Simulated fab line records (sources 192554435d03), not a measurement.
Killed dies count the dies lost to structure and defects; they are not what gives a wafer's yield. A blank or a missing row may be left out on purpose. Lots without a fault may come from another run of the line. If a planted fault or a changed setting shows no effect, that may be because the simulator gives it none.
fab line records	flow n5_finfet
record lots=7	wafers=21	last_day=17
route steps=1938 shown BEOL_M10@1494 PASSIVATION@1936
lots with no fault: from the same line, run without faults
start_h: hours from the record's first day to the start of the lot's first wafer shown	wait_h: hours elapsed since this lot's preceding step	" identical to the entry in the row above	L1.1+2: a row that stands for several wafers	- no value, or no start given	* or withheld: withheld	< > ~ a bound
route shown NAME@n: names a module that has steps shown in the file, with the first one's number in the route	usual: the fault-free wafers' mean and standard deviation	same: alike in all rows	chamber/n: place in a boat	sites: readings site by site	_std_site: standard deviation across them	_edge_site: inner sites' mean taken away from outer sites' mean	radius_mm: how far each site lies from the wafer's centre	mask NAME#n: copy n	behind: tool/chamber where the wafer was last shaped	hold: the reason the lot was held/the length of the hold in hours/how it ended	device: transistor that didn't switch, given as n, p or np	end of line: the route-end tests of the same wafers	a step without rows: its recipe alone	killed: dies lost to structure and defects at the first sort, not the wafer's yield	map: the dies of a wafer, with x for killed, . for not killed, _ for no die there
set.NAME: the setting that was run; set.NAME@STEP: the one run at that earlier step	model.NAME: the simulator's own value behind a step, which no gauge read
certain route steps with their lots: each step a table, each wafer a row
services: a tool's chamber out of use, with start hour (start_h, from the record's first day; less than 0 if before it), hours out, and reason
## steps
# step N5_BEOL_M10_COAT_63
# recipe resist=SOC	temp_c=250	time_s=60	spin_rpm=1500	resist_thk_nm=100
# step N5_BEOL_M10_COAT_64
# recipe resist=SiARC	temp_c=220	time_s=60	spin_rpm=1500	resist_thk_nm=30
# step N5_BEOL_M10_COAT_22
# recipe resist=CAR-ArF	spin_rpm=1500	resist_thk_nm=90
# step N5_BEOL_M10_EBR_24
# recipe solvent=PGMEA	ebr_width_mm=1.5
# step N5_BEOL_M10_SOFTBAKE_23
# recipe temp_c=110	time_s=60	resist=CAR-ArF
# step N5_BEOL_M10_EXPOSE_25
# recipe mask_id=V9	na=1.35	source_shape=annular	sigma_inner=0.5	sigma_outer=0.8	polarization=unpolarized	dose_mj=85.5
# step N5_BEOL_M10_PEB_26
# recipe peb_temp_c=withheld	peb_time_s=60	resist=CAR-ArF
# step N5_BEOL_M10_DEVELOP_27
# recipe develop_time_s=30	developer=TMAH	resist=CAR-ArF	rinse_liquid=diw	dry=air_spin	dev_temp_c=23
# step N5_BEOL_M10_CD_MEAS_28
# recipe target_cd_nm=70	landing_energy_ev=500	detector=se_inlens	polarity=opening
# usual cd_nm=70.0/0.93
lot.wafer	tool	chamber	start_h	wait_h	cd_nm
L188.1	cd_sem-01	0	235.13	-	69.0
L188.2	"	0	"	"	68.4
L188.4	"	0	"	"	68.8
L198.2	cd_sem-02	0	305.57	-	69.6
L198.4	"	0	"	"	71.6
L198.5	"	0	"	"	69.9
L200.3	cd_sem-01	0	330.93	-	69.8
L200.5	"	0	"	"	69.1
L200.6	"	0	"	"	70.1
L204.1	cd_sem-01	0	339.81	-	71.1
L204.2	"	0	"	"	71.3
L204.3	"	0	"	"	71.0
L205.2	cd_sem-01	0	346.50	-	69.6
L205.4	"	0	"	"	70.2
L205.6	"	0	"	"	70.4
L207.1	cd_sem-03	0	362.71	-	70.4
L207.2	"	0	"	"	69.7
L207.4	"	0	"	"	71.5
L208.2	cd_sem-01	0	372.23	-	69.7
L208.4	"	0	"	"	69.4
L208.6	"	0	"	"	69.3
# step N5_BEOL_M10_OVL_MEAS_29
# recipe points_per_wafer=44
# usual V9_OVL=-0.2/0.78
lot.wafer	tool	chamber	start_h	wait_h	V9_OVL[nm]
L188.1	overlay-01	0	235.16	0.0	-0.1
L188.2	"	0	"	"	-0.5
L188.4	"	0	"	"	0.1
L198.2	overlay-02	0	305.60	0.0	0.3
L198.4	"	0	"	"	-0.8
L198.5	"	0	"	"	-0.4
L200.3	overlay-02	0	330.96	0.0	0.1
L200.5	"	0	"	"	0.2
L200.6	"	0	"	"	0.3
L204.1	overlay-02	0	339.84	0.0	0.4
L204.2	"	0	"	"	-0.3
L204.3	"	0	"	"	-0.4
L205.2	overlay-02	0	346.53	0.0	-0.1
L205.4	"	0	"	"	-1.7
L205.6	"	0	"	"	-2.3
L207.1	overlay-01	0	362.74	0.0	-0.5
L207.2	"	0	"	"	1.3
L207.4	"	0	"	"	0.7
L208.2	overlay-01	0	372.26	0.0	-0.9
L208.4	"	0	"	"	-1.0
L208.6	"	0	"	"	-0.9
# step N5_BEOL_M10_INSPECT_30
# recipe mode=adi	inspect_instrument=brightfield
# usual raw_defect_count=425/100
lot.wafer	tool	chamber	start_h	wait_h	raw_defect_count
L188.1	defect_inspect-01	-	235.19	0.0	402
L188.2	"	-	"	"	381
L188.4	"	-	"	"	361
L198.2	defect_inspect-02	-	305.62	0.0	366
L198.4	"	-	"	"	422
L198.5	"	-	"	"	514
L200.3	defect_inspect-02	-	330.98	0.0	485
L200.5	"	-	"	"	460
L200.6	"	-	"	"	431
L204.1	defect_inspect-02	-	339.87	0.0	306
L204.2	"	-	"	"	431
L204.3	"	-	"	"	540
L205.2	defect_inspect-01	-	346.56	0.0	446
L205.4	"	-	"	"	382
L205.6	"	-	"	"	366
L207.1	defect_inspect-02	-	362.76	0.0	405
L207.2	"	-	"	"	315
L207.4	"	-	"	"	266
L208.2	defect_inspect-02	-	372.29	0.0	361
L208.4	"	-	"	"	389
L208.6	"	-	"	"	433
# step N5_BEOL_M10_DESCUM_33
# recipe chemistry=O2	time_s=7.9	source_power_w=50	bias_power_w=20	pressure_mtorr=20	rf_frequency_hz=2.712e+07	temp_c=40	resist=CAR-ArF	o2_flow_sccm=225
# usual drypump_motor_current_A=5.8/0.38	oes_product_au=0.82/0.073	rf_vpp_V=243.3/1.5	showerhead_plenum_p_Torr=2.10/0.079	throttle_valve_pct=20.29/0.14
# same time_s=7.9
lot.wafer	tool	chamber	start_h	wait_h	drypump_motor_current_A	oes_product_au	rf_hours_counter_h	rf_vpp_V	showerhead_plenum_p_Torr	throttle_valve_pct
L188.1	rie_diel-04	3	236.68	1.5	5.5	0.80	84	242.4	2.01	20.15
L188.2	"	1	"	"	5.7	0.74	194	243.0	2.18	20.39
L188.4	"	3	"	"	5.6	0.80	-	240.1	2.01	20.14
L198.2	rie_diel-02	2	305.68	0.1	5.9	0.69	214	241.3	1.98	20.46
L198.4	"	1	"	"	5.6	0.89	21	246.8	2.23	20.19
L198.5	"	2	"	"	5.9	0.70	-	240.5	1.98	20.47
L200.3	rie_diel-02	1	331.02	0.0	5.6	0.88	32	244.7	2.23	20.19
L200.5	"	2	"	"	5.9	0.70	-	241.9	1.98	20.47
L200.6	"	0	"	"	5.9	0.82	-	242.4	2.10	20.35
L204.1	rie_diel-02	1	339.90	0.0	5.6	0.87	35	245.3	2.22	20.22
L204.2	"	0	"	"	5.9	0.81	114	244.5	2.10	20.34
L204.3	"	3	"	"	6.3	1.00	2	243.3	2.13	19.93
L205.2	rie_diel-04	1	347.12	0.6	5.7	0.70	236	243.8	2.16	20.46
L205.4	"	0	"	"	5.6	0.82	92	244.8	2.20	20.21
L205.6	"	3	"	"	5.5	0.75	-	242.9	2.00	20.20
L207.1	rie_diel-02	0	362.79	0.0	5.9	0.81	120	243.1	2.09	20.35
L207.2	"	1	"	"	5.6	0.84	45	244.9	2.22	20.22
L207.4	"	3	"	"	6.3	0.97	11	244.7	2.13	19.93
L208.2	rie_diel-03	1	372.32	0.0	6.2	0.80	79	244.1	2.13	20.57
L208.4	"	3	"	"	6.1	0.79	-	242.9	2.09	20.39
L208.6	"	0	"	"	5.7	0.84	-	242.3	2.02	20.21
# step N5_BEOL_M10_ETCH_65
# recipe chemistry=CF4	target=SiARC	target_depth_a=390	mask_material=CAR-ArF	time_s=65	ion_energy_ev=80	pressure_mtorr=40	source_w=545	bias_w=36	Ar_flow_sccm=100	cf4_flow_sccm=100	ends=cleared
# usual drypump_motor_current_A=5.8/0.39	etch_rf_on_time_s=64.5/1.1	oes_product_au=0.70/0.063	rf_vpp_V=184.2/1.3	showerhead_plenum_p_Torr=2.15/0.074	throttle_valve_pct=15.48/0.13
lot.wafer	tool	chamber	start_h	wait_h	drypump_motor_current_A	etch_rf_on_time_s	oes_product_au	rf_hours_counter_h	rf_vpp_V	showerhead_plenum_p_Torr	throttle_valve_pct
L188.1	rie_diel-04	3	236.72	0.0	5.5	64.5	0.69	84	182.3	2.08	15.45
L188.2	"	1	"	"	5.7	65.7	0.62	194	184.8	2.22	15.58
L188.4	"	3	"	"	5.5	64.4	0.69	-	182.1	2.08	15.44
L198.2	rie_diel-02	2	305.72	0.0	5.9	64.2	0.61	214	183.3	2.03	15.74
L198.4	"	1	"	"	5.6	62.6	0.78	21	185.9	2.27	15.29
L198.5	"	2	"	"	5.9	64.6	0.61	-	181.5	2.04	15.73
L200.3	rie_diel-02	1	331.05	0.0	5.6	61.8	0.77	32	185.0	2.26	15.33
L200.5	"	2	"	"	5.9	90.5	0.51	-	182.9	2.03	15.74
L200.6	"	0	"	"	5.9	62.5	0.70	-	184.4	2.15	15.54
L204.1	rie_diel-02	1	339.93	0.0	5.6	88.5	0.64	35	185.4	2.26	15.34
L204.2	"	0	"	"	5.9	90.2	0.58	114	184.1	2.15	15.52
L204.3	"	3	"	"	6.3	65.4	0.82	2	184.2	2.19	15.07
L205.2	rie_diel-04	1	347.15	0.0	5.7	65.1	0.60	236	182.8	2.20	15.67
L205.4	"	0	"	"	5.5	63.7	0.70	92	186.2	2.26	15.44
L205.6	"	3	"	"	5.5	64.0	0.66	-	185.5	2.06	15.52
L207.1	rie_diel-02	0	362.83	0.0	5.9	90.1	0.57	120	183.3	2.15	15.54
L207.2	"	1	"	"	5.6	88.0	0.63	45	186.2	2.26	15.36
L207.4	"	3	"	"	6.3	64.4	0.81	11	186.6	2.19	15.09
L208.2	rie_diel-03	1	372.35	0.0	6.2	65.2	0.69	79	183.3	2.17	15.57
L208.4	"	3	"	"	6.1	67.0	0.66	-	184.4	2.15	15.64
L208.6	"	0	"	"	5.7	63.7	0.72	-	184.8	2.09	15.47
# step N5_BEOL_M10_ETCH_66
# recipe chemistry=N2/H2	target=SOC	target_depth_a=1200	overetch_a=240	mask_material=SiARC	temp_c=40	time_s=180	ion_energy_ev=200	pressure_mtorr=30	source_w=840	bias_w=150	n2_flow_sccm=200	h2_flow_sccm=200
# usual drypump_motor_current_A=5.8/0.38	oes_product_au=0.66/0.057	rf_vpp_V=524.2/2.7	showerhead_plenum_p_Torr=2.55/0.086	throttle_valve_pct=17.70/0.19
# same time_s=180
lot.wafer	tool	chamber	start_h	wait_h	drypump_motor_current_A	oes_product_au	rf_hours_counter_h	rf_vpp_V	showerhead_plenum_p_Torr	throttle_valve_pct
L188.1	rie_diel-04	3	236.77	0.0	5.5	0.65	84	522.5	2.46	17.68
L188.2	"	1	"	"	5.7	0.59	194	526.1	2.63	17.85
L188.4	"	3	"	"	5.6	0.65	-	521.7	2.46	17.69
L198.2	rie_diel-02	2	305.77	0.0	5.9	0.57	214	519.2	2.43	18.08
L198.4	"	1	"	"	5.6	0.73	21	527.4	2.70	17.42
L198.5	"	2	"	"	5.9	0.57	-	521.3	2.43	18.09
L200.3	rie_diel-02	1	331.10	0.0	5.6	0.71	32	528.3	2.70	17.44
L200.5	"	2	"	"	5.9	0.57	-	521.5	2.43	18.09
L200.6	"	0	"	"	5.9	0.65	-	524.8	2.55	17.73
L204.1	rie_diel-02	1	339.98	0.0	5.6	0.70	35	527.9	2.69	17.46
L204.2	"	0	"	"	5.9	0.65	114	525.4	2.55	17.75
L204.3	"	3	"	"	6.3	0.79	2	525.3	2.61	17.37
L205.2	rie_diel-04	1	347.20	0.0	5.7	0.57	236	527.1	2.61	17.91
L205.4	"	0	"	"	5.5	0.65	92	527.9	2.66	17.46
L205.6	"	3	"	"	5.5	0.62	-	519.2	2.44	17.77
L207.1	rie_diel-02	0	362.88	0.0	5.9	0.65	120	523.9	2.54	17.74
L207.2	"	1	"	"	5.6	0.69	45	527.6	2.69	17.46
L207.4	"	3	"	"	6.3	0.76	11	525.1	2.61	17.39
L208.2	rie_diel-03	1	372.40	0.0	6.3	0.66	79	523.2	2.58	17.88
L208.4	"	3	"	"	6.1	0.63	-	523.7	2.55	17.82
L208.6	"	0	"	"	5.7	0.67	-	520.7	2.47	17.81
# step N5_PASSIVATION_PROBE_49
# usual defect_limited_yield=91.4/1.5	killed_at_M0_to_M3=32/9.8	killed_at_M4_up=15/5.6	killed_at_contacts=12/5.4	killed_at_front_end=40/13	killed_at_other=3.0/2.1	killed_dies=102/17	killed_open=67/13	killed_short=32/7.1	sort_bin_5_function=5.1/0.96	sort_bin_6_memory=3.2/0.7	sort_bin_8_speed=0.0/0.3	sort_n_pass=1078/18	sort_yield_pct=91.3/1.5
# same gross_dies=1180	killed_at_back_side=0	sort_bin_4_leakage[%]=0
lot.wafer	tool	chamber	start_h	wait_h	defect_limited_yield[%]	killed_at_M0_to_M3	killed_at_M4_up	killed_at_contacts	killed_at_front_end	killed_at_other	killed_dies	killed_open	killed_short	sort_bin_5_function[%]	sort_bin_6_memory[%]	sort_bin_8_speed[%]	sort_n_pass	sort_yield_pct[%]
L198.2	prober-02	-	359.85	0.1	91.1	22	28	12	41	2	105	69	35	5.8	3.0	0	1075	91.1
L198.4	prober-02	-	359.95	0.2	92.0	31	15	10	34	4	94	65	25	5.1	2.2	0	1086	92.0
L198.5	prober-02	-	360.00	0.2	92.7	9	21	10	43	3	86	64	22	3.7	3.3	0	1094	92.7
L204.1	prober-01	-	394.13	0.0	93.7	16	9	6	43	0	74	51	23	3.4	2.8	0	1106	93.7
L204.2	prober-01	-	394.18	0.1	91.4	24	6	10	61	1	102	76	26	4.9	3.6	0	1078	91.4
L204.3	prober-01	-	394.23	0.1	89.5	36	10	13	59	6	124	83	40	6.2	3.8	0	1056	89.5
L205.2	prober-01	-	404.06	0.1	92.3	22	20	9	39	1	91	56	29	4.2	3.1	0	1089	92.3
L207.1	prober-01	-	413.58	0.0	91.3	33	12	16	39	3	103	66	33	5.0	2.7	0	1077	91.3
L207.2	prober-01	-	413.63	0.1	94.6	21	7	6	27	3	64	33	31	2.8	2.3	0	1116	94.6
L207.4	prober-01	-	413.73	0.2	91.3	27	8	19	46	3	103	64	36	5.3	3.2	0	1077	91.3
# killed by level:class
L198.2 FIN_SAQP:geometric_particle:open=13 MOL_CONTACT_COAG:geometric_particle:open=9 BEOL_M3:geometric_particle:open=6 BEOL_M4:geometric_particle:open=6 BEOL_M0_SAQP:geometric_particle:open=5 BEOL_M0_SAQP:geometric_particle:short=5 BEOL_M5:geometric_particle:open=5 BEOL_M4:geometric_particle:short=5
L198.4 MOL_CONTACT_COAG:geometric_particle:open=9 FIN_SAQP:geometric_particle:open=8 BEOL_M3:geometric_particle:open=8 BEOL_M4:geometric_particle:open=7 BEOL_M2:geometric_particle:open=6 FIN_SAQP:geometric_particle:short=5 BEOL_M0_SAQP:geometric_particle:open=5 GATE_CUT:geometric_particle:short=4
L198.5 FIN_SAQP:geometric_particle:open=18 MOL_CONTACT_COAG:geometric_particle:open=10 GATE_CUT:geometric_particle:short=8 FIN_SAQP:geometric_particle:short=7 GATE_CUT:geometric_particle:open=5 BEOL_M4:geometric_particle:open=4 BEOL_M2:geometric_particle:open=3 BEOL_M6:geometric_particle:open=3
L204.1 FIN_SAQP:geometric_particle:open=14 STI_FIN_REVEAL:geometric_particle:open=8 FIN_SAQP:geometric_particle:short=5 MOL_CONTACT_COAG:geometric_particle:open=5 BEOL_M0_SAQP:geometric_particle:short=5 BEOL_M1:geometric_particle:open=5 STARTING-WAFER:geometric_particle:short=4 BEOL_M0_SAQP:geometric_particle:open=3
L204.2 FIN_SAQP:geometric_particle:open=21 STI_FIN_REVEAL:geometric_particle:open=11 MOL_CONTACT_COAG:geometric_particle:open=10 FIN_SAQP:geometric_particle:short=9 GATE_CUT:geometric_particle:open=9 BEOL_M3:geometric_particle:open=6 BEOL_M0_SAQP:geometric_particle:short=5 BEOL_M1:geometric_particle:open=5
L204.3 FIN_SAQP:geometric_particle:open=20 MOL_CONTACT_COAG:geometric_particle:open=12 FIN_SAQP:geometric_particle:short=11 BEOL_M1:geometric_particle:open=8 STI_FIN_REVEAL:geometric_particle:open=8 BEOL_M0_SAQP:geometric_particle:short=7 BEOL_M0_SAQP:geometric_particle:open=6 BEOL_M2:geometric_particle:open=6
L205.2 BEOL_M4:geometric_particle:open=9 MOL_CONTACT_COAG:geometric_particle:open=8 STARTING-WAFER:geometric_particle:open=6 FIN_SAQP:geometric_particle:open=5 DUMMY_GATE:geometric_particle:open=5 BEOL_M0_SAQP:geometric_particle:short=5 BEOL_M3:geometric_particle:open=5 BEOL_M4:geometric_particle:short=5
L207.1 BEOL_M0_SAQP:geometric_particle:open=15 MOL_CONTACT_COAG:geometric_particle:open=13 BEOL_M0_SAQP:geometric_particle:short=12 BEOL_M4:geometric_particle:open=10 FIN_SAQP:geometric_particle:open=7 FIN_SAQP:geometric_particle:short=5 DUMMY_GATE:geometric_particle:open=5 STI_FIN_REVEAL:geometric_particle:open=4
L207.2 BEOL_M0_SAQP:geometric_particle:short=13 FIN_SAQP:geometric_particle:open=4 DUMMY_GATE:geometric_particle:open=4 DUMMY_GATE:geometric_particle:short=3 MOL_CONTACT_COAG:geometric_particle:short=3 MOL_CONTACT_COAG:geometric_particle:open=3 BEOL_M0_SAQP:geometric_particle:open=3 FIN_SAQP:geometric_particle:short=2
L207.4 MOL_CONTACT_COAG:geometric_particle:open=16 BEOL_M0_SAQP:geometric_particle:open=14 BEOL_M0_SAQP:geometric_particle:short=11 DUMMY_GATE:geometric_particle:open=9 STI_FIN_REVEAL:geometric_particle:open=8 FIN_SAQP:geometric_particle:open=6 BEOL_M4:geometric_particle:short=3 DUMMY_GATE:geometric_particle:short=3
## services
tool	chamber	start_h	hours	kind
rie_diel-04	2	216.41	-	clean
rie_diel-04	2	216.41	-	consumable_replace:focus_ring
rie_diel-04	2	216.41	23.9	scheduled_down
rie_diel-04	2	216.41	23.9	vent_cycle
rie_diel-02	1	219.16	-	clean
rie_diel-02	1	219.16	-	consumable_replace:focus_ring
rie_diel-02	1	219.16	-	consumable_replace:showerhead
rie_diel-02	1	219.16	21.4	scheduled_down
rie_diel-02	1	219.16	21.4	vent_cycle
rie_diel-03	-	223.88	15.6	pm
rie_diel-04	3	238.86	7.2	repair
rie_diel-02	3	311.75	-	clean
rie_diel-02	3	311.75	-	consumable_replace:focus_ring
rie_diel-02	3	311.75	20.7	scheduled_down
rie_diel-02	3	311.75	20.7	vent_cycle
rie_diel-02	0	349.30	4.2	repair
rie_diel-03	2	370.53	9.9	repair
## key
first_sign step=N5_BEOL_M10_ETCH_65	reading=etch_rf_on_time_s	direction=up	sigmas=22	usual=*	struck=*
effect step=N5_BEOL_M10_ETCH_65	reading=oes_product_au	direction=down	sigmas=1.9	usual=0.70	struck=0.58	wafers_moved=1
met_at N5_BEOL_M10_ETCH_65
struck_wafers L200.5,L204.1,L204.2,L207.1,L207.2
onset_between 305.72 331.05
fault kind=process_parameter_drift	tool=rie_diel-02	chamber=-	onset_h=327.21	steps=N5_BEOL_M10_ETCH_65	channel=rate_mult	offset=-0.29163	shape=step	end_h=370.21	scope=struck_wafers_only
